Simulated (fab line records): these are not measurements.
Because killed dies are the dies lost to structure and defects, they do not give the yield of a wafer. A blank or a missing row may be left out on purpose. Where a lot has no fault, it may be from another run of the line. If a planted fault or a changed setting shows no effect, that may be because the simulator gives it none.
Matching of chambers    flow n5Finfet    N5_BEOL_M9_CURE_72 on uvCure-02 has 3 sister chambers
The step cures SiCOH lowk, time 120 s. 27 wafers are shown with their chamber, then 12 later ones without.

WAFERS PAIRED WITH THEIR CHAMBERS
wafer   chamber  wafer_temp_C_max  lampPowerPct (%)
L078.3  2        371.4             52.27
L078.5  2        371.8             52.36
L078.6  2        371.7             52.34
L081.1  0        373.2             52.27
L081.3  0        372.3             52.26
L081.6  0        373.8             52.32
L079.2  2        371.7             52.33
L079.3  2        371.5             52.37
L079.6  2        372.0             52.42
L085.2  2        372.0             52.23
L085.3  2        371.5             52.09
L085.4  2        372.1             52.33
L087.1  1        371.3             52.41
L087.4  1        371.0             52.36
L087.5  1        370.9             52.44
L089.3  2        371.6             52.37
L089.4  2        372.2             52.27
L089.6  2        371.7             52.34
L090.2  1        371.0             52.37
L090.4  1        370.7             52.40
L090.6  1        370.9             52.30
L093.2  2        371.4             52.30
L093.4  2        372.1             52.30
L093.5  2        371.9             52.36
L096.1  1        371.1             52.25
L096.3  1        370.8             52.40
L096.5  1        371.1             52.38

SIGNATURES, as means of the wafers listed above
reading           chamber 0  chamber 1  chamber 2  scatter within a chamber
wafer_temp_C_max  373.100    370.978    371.773    0.315
lampPowerPct      52.2833    52.3678    52.3120    0.0692
Rule: a wafer's distance from a chamber is the root of the sum, over the readings, of the square of ((its reading less the chamber's mean) divided by the reading's scatter). If the next closest chamber is less than 2 further off than the closest, the wafer can't be placed; otherwise it belongs to the closest. How the scatter is found: for the shown wafers, subtract from each reading the mean of its chamber, square and add these, divide the total by (wafers less chambers), then take the root.

WAFERS WITH NO CHAMBER GIVEN
wafer   wafer_temp_C_max  lampPowerPct (%)
L096.2  370.4             52.34
L096.4  370.7             52.21
L096.6  371.0             52.34
L092.1  372.5             52.35
L092.2  371.6             52.39
L092.5  371.6             52.25
L094.3  372.6             52.33
L094.4  372.9             52.38
L094.5  373.9             52.30
L095.2  371.0             52.37
L095.3  370.8             52.38
L095.5  371.0             52.26

WHICH CHAMBER EACH WENT THROUGH
wafer   from the rows above      in truth
L096.2  1                        1
L096.4  can't be placed: 1 or 2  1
L096.6  1                        1
L092.1  can't be placed: 0 or 2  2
L092.2  can't be placed: 2 or 1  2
L092.5  can't be placed: 2 or 1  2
L094.3  can't be placed: 0 or 2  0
L094.4  0                        0
L094.5  0                        0
L095.2  1                        1
L095.3  1                        1
L095.5  can't be placed: 1 or 2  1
Placed correctly: 6 of 12. Not placeable from these rows: 6 (in 6, the candidates include the true chamber). Wrongly placed: 0.
